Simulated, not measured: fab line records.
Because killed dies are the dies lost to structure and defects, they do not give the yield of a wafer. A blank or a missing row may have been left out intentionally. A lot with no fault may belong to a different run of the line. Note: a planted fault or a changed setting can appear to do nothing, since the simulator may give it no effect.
The tool behind it: which one? -- flow n5Finfet -- 33 wafers from 11 lots sampled at 5 of the route's 1938 steps

== WHAT EACH GAUGE READ, for each wafer ==
No reading from a measuring or inspecting step in the record can be judged against a usual standard deviation.

== WHICH TOOL RAN EACH LOT (tool, then ch and the chambers of the sampled wafers, then the start) ==
lot,N5_BEOL_M9_ANNEAL_51,N5_BEOL_M9_DEP_56,N5_BEOL_M10_STRIP_67,N5_BEOL_M10_COAT_63,N5_PASSIVATION_PROBE_49
L570,"rtpAnneal-02 ch 0, day 10 01:31","pecvd-04 ch 1,2, day 10 02:07","rieDiel-04 ch 1,2,3, day 10 06:24","lithoTrack-01 ch 0, day 10 07:16","prober-01, day 12 09:38"
L571,"rtpAnneal-01 ch 0, day 10 13:26","pecvd-04 ch 0,1,2, day 10 14:11","rieDiel-05 ch 0,1,2, day 10 17:18","lithoTrack-01 ch 0, day 10 17:48","prober-02, day 13 03:08"
L573,"rtpAnneal-01 ch 0, day 10 17:49","pecvd-04 ch 0,1, day 10 18:26","rieDiel-05 ch 1,2,3, day 10 20:01","lithoTrack-01 ch 0, day 10 20:19","prober-01, day 13 10:09"
L576,"rtpAnneal-01 ch 0, day 11 11:28","pecvd-03 ch 0,2, day 11 12:05","rieDiel-04 ch 0,2,3, day 11 14:50","lithoTrack-05 ch 0, day 11 15:05","prober-02, day 13 18:05"
L577,"rtpAnneal-02 ch 0, day 11 21:55","pecvd-04 ch 0,1,2, day 11 22:34","rieDiel-03 ch 0,1, day 12 00:44","lithoTrack-05 ch 0, day 12 01:06","prober-01, day 14 07:21"
L583,"rtpAnneal-01 ch 0, day 13 12:37","pecvd-03 ch 1,2, day 13 13:16","rieDiel-03 ch 0,2,3, day 13 16:16","lithoTrack-05 ch 0, day 13 16:50","prober-02, day 15 19:45"
L586,"rtpAnneal-02 ch 0, day 14 08:20","pecvd-03 ch 0,1, day 14 08:57","rieDiel-05 ch 0,2,3, day 14 11:11","lithoTrack-04 ch 0, day 14 12:05","prober-01, day 16 14:58"
L587,"rtpAnneal-02 ch 0, day 14 14:38","pecvd-03 ch 0,1, day 14 15:16","rieDiel-05 ch 0,1,3, day 14 17:59","lithoTrack-05 ch 0, day 14 18:17","prober-01, day 16 19:18"
L589,"rtpAnneal-01 ch 0, day 14 14:58","pecvd-01 ch 0,1, day 14 15:35","rieDiel-04 ch 0,1,2, day 14 18:26","lithoTrack-01 ch 0, day 14 18:47","prober-02, day 16 23:02"
L590,"rtpAnneal-01 ch 0, day 15 15:26","pecvd-01 ch 0,1, day 15 16:05","rieDiel-04 ch 0,1, day 15 18:12","lithoTrack-01 ch 0, day 15 19:02","prober-02, day 18 06:25"
L592,"rtpAnneal-02 ch 0, day 15 16:05","pecvd-03 ch 0,1,2, day 15 16:41","rieDiel-04 ch 0,2,3, day 15 20:58","lithoTrack-01 ch 0, day 15 21:39","prober-02, day 18 18:54"
- N5_BEOL_M9_ANNEAL_51: time 90 s.
- N5_BEOL_M9_DEP_56: deposits SiCN from 3MS/NH3, target thk 15 nm, time 26.5 s.
- N5_BEOL_M10_STRIP_67: strips in CF4.
- N5_BEOL_M10_COAT_63: time 60 s, resist thk 100 nm.
- N5_PASSIVATION_PROBE_49

== WHAT THE TOOLS THEMSELVES READ (means of the sampled wafers that have a number; where no wafer has one, the mark that the record gives instead) ==
N5_BEOL_M9_ANNEAL_51. Usual: wafer_temp_C_max reads 225.77 (standard deviation 0.28).
lot,tool,wafer_temp_C_max,flag
L570,rtpAnneal-02,225.96,
L571,rtpAnneal-01,225.38,
L573,rtpAnneal-01,225.65,
L576,rtpAnneal-01,225.46,
L577,rtpAnneal-02,226.24,
L583,rtpAnneal-01,225.62,
L586,rtpAnneal-02,226.00,
L587,rtpAnneal-02,226.06,
L589,rtpAnneal-01,225.62,
L590,rtpAnneal-01,225.84,
L592,rtpAnneal-02,225.90,

N5_BEOL_M9_DEP_56. Usual: showerheadPlenumPTorr 3.668 Torr, standard deviation 0.016; throttleValvePct 9.0 %, standard deviation 0.69.
lot,tool,showerheadPlenumPTorr (Torr),throttleValvePct (%),flag
L570,pecvd-04,3.654,8.8,
L571,pecvd-04,3.660,9.0,
L573,pecvd-04,3.670,9.4,
L576,pecvd-03,3.671,9.3,
L577,pecvd-04,3.667,8.9,
L583,pecvd-03,3.673,8.0,
L586,pecvd-03,3.685,8.8,
L587,pecvd-03,3.682,9.3,
L589,pecvd-01,3.677,9.4,
L590,pecvd-01,3.674,9.5,
L592,pecvd-03,3.669,8.8,

N5_BEOL_M10_STRIP_67. Usual: drypumpMotorCurrentA 6.0 A, standard deviation 0.37; oesProductAu 0.82 a.u., standard deviation 0.075; rfVppV 271.0 V, standard deviation 1.4; showerheadPlenumPTorr 1.79 Torr, standard deviation 0.05; throttleValvePct 13.54 %, standard deviation 0.23.
lot,tool,drypumpMotorCurrentA (A),oesProductAu (a.u.),rfVppV (V),showerheadPlenumPTorr (Torr),throttleValvePct (%),flag
L570,rieDiel-04,5.9,0.85,271.1,1.81,13.45,
L571,rieDiel-05,6.2,0.83,270.0,1.74,13.38,
L573,rieDiel-05,6.2,0.79,270.8,1.78,13.64,
L576,rieDiel-04,5.7,0.91,271.9,1.83,13.31,
L577,rieDiel-03,6.0,0.82,270.5,1.80,13.76,
L583,rieDiel-03,5.9,0.83,271.0,1.81,13.71,
L586,rieDiel-05,6.2,0.84,270.0,1.77,13.45,
L587,rieDiel-05,6.2,0.86,269.9,1.77,13.47,
L589,rieDiel-04,5.6,0.79,270.9,1.78,13.44,
L590,rieDiel-04,5.6,0.79,271.6,1.80,13.45,
L592,rieDiel-04,5.7,0.84,271.7,1.82,13.40,

N5_BEOL_M10_COAT_63. Usual: spinSpeedRpm reads 1500.0 rpm (standard deviation 1).
lot,tool,spinSpeedRpm (rpm),flag
L570,lithoTrack-01,1499.8,
L571,lithoTrack-01,1501.1,
L573,lithoTrack-01,1500.0,
L576,lithoTrack-05,1500.0,
L577,lithoTrack-05,1500.5,
L583,lithoTrack-05,1813.5,OFF
L586,lithoTrack-04,1499.9,
L587,lithoTrack-05,1813.5,OFF
L589,lithoTrack-01,1500.4,
L590,lithoTrack-01,1500.4,
L592,lithoTrack-01,1499.1,

N5_PASSIVATION_PROBE_49. Usual: defectLimitedYield 91.2 %, standard deviation 1.4; killed_at_M0_to_M3 35, standard deviation 11; killed_at_M4_up 12, standard deviation 4.2; killedAtContacts 13, standard deviation 5.6; killedAtFrontEnd 40, standard deviation 12; killedAtOther 3.3, standard deviation 2.6; killedDies 103, standard deviation 17; killedOpen 68, standard deviation 12; killedShort 34, standard deviation 7.6; sort_bin_5_function 5.1 %, standard deviation 0.95; sort_bin_6_memory 3.3 %, standard deviation 0.68; sortNPass 1077, standard deviation 17; sortYieldPct 91.2 %, standard deviation 1.4.
lot,tool,defectLimitedYield (%),killed_at_M0_to_M3,killed_at_M4_up,killedAtContacts,killedAtFrontEnd,killedAtOther,killedDies,killedOpen,killedShort,sort_bin_5_function (%),sort_bin_6_memory (%),sortNPass,sortYieldPct (%),flag
L570,prober-01,93.2,31,12,10,26,0.3,80,54,25,3.8,2.6,1100,93.2,
L571,prober-02,91.8,26,14,10,41,6.3,96,60,34,4.6,3.1,1084,91.8,
L573,prober-01,90.8,37,13,24,33,2.3,108,63,42,5.4,3.3,1072,90.8,
L576,prober-02,90.7,35,15,23,36,0.7,110,76,33,5.3,3.7,1070,90.7,
L577,prober-01,91.7,30,16,13,37,2.3,98,65,32,4.7,3.3,1082,91.7,
L583,prober-02,89.8,35,14,13,55,4.0,121,82,37,6.1,3.8,1059,89.8,
L586,prober-01,88.2,51,11,13,61,3.3,140,92,47,6.9,4.5,1040,88.2,
L587,prober-01,92.6,20,14,12,38,3.3,87,64,22,4.5,2.7,1093,92.6,
L589,prober-02,89.5,53,11,19,36,5.3,124,82,41,6.9,3.3,1056,89.5,
L590,prober-02,91.9,20,17,12,45,1.3,95,60,31,4.7,2.9,1085,91.9,
L592,prober-02,90.2,27,11,13,64,0.7,115,82,33,6.1,3.5,1065,90.2,

== THE ANSWER, worked out from the rows above alone ==
Rule: a lot is off if the mean of its wafers that have a number lies more than 3 standard deviations from the usual mean. A lot without any number at a reading at which 4 lots or more have one is off too. Where the step has rows for the other lots, those lots are counted as sound. The gauges are gone through in route order, then the tools' own readings, and for those a lot's mean is taken as printed above. At the first step where some lot is off, the reading lying furthest off is the one used; lots without a number count as furthest.
Off: L583, L587, at N5_BEOL_M10_COAT_63 (spinSpeedRpm).
A tool fits if, at that step or a process step before it, it ran every lot that is off, and no sound lot after the first of them. One fits: lithoTrack-05 at N5_BEOL_M10_COAT_63. Its last sound lot is L577 (day 12 01:06), its first lot that is off L583 (day 13 16:50): a fault that began between those two fits.
On the lots that are off, the tool's own readings at N5_BEOL_M10_COAT_63 differ by more than 5 times the standard deviation of the sound lots' means, which bears it out; spinSpeedRpm reads 1813.5 rpm there versus 1500.1 rpm on the sound lots.

== WHAT WAS PUT IN BY THE SIMULATOR ==
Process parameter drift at N5_BEOL_M10_COAT_63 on lithoTrack-05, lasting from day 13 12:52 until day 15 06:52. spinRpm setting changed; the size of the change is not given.
Struck lots among those shown: L583, L587. The rule above reached the same finding.
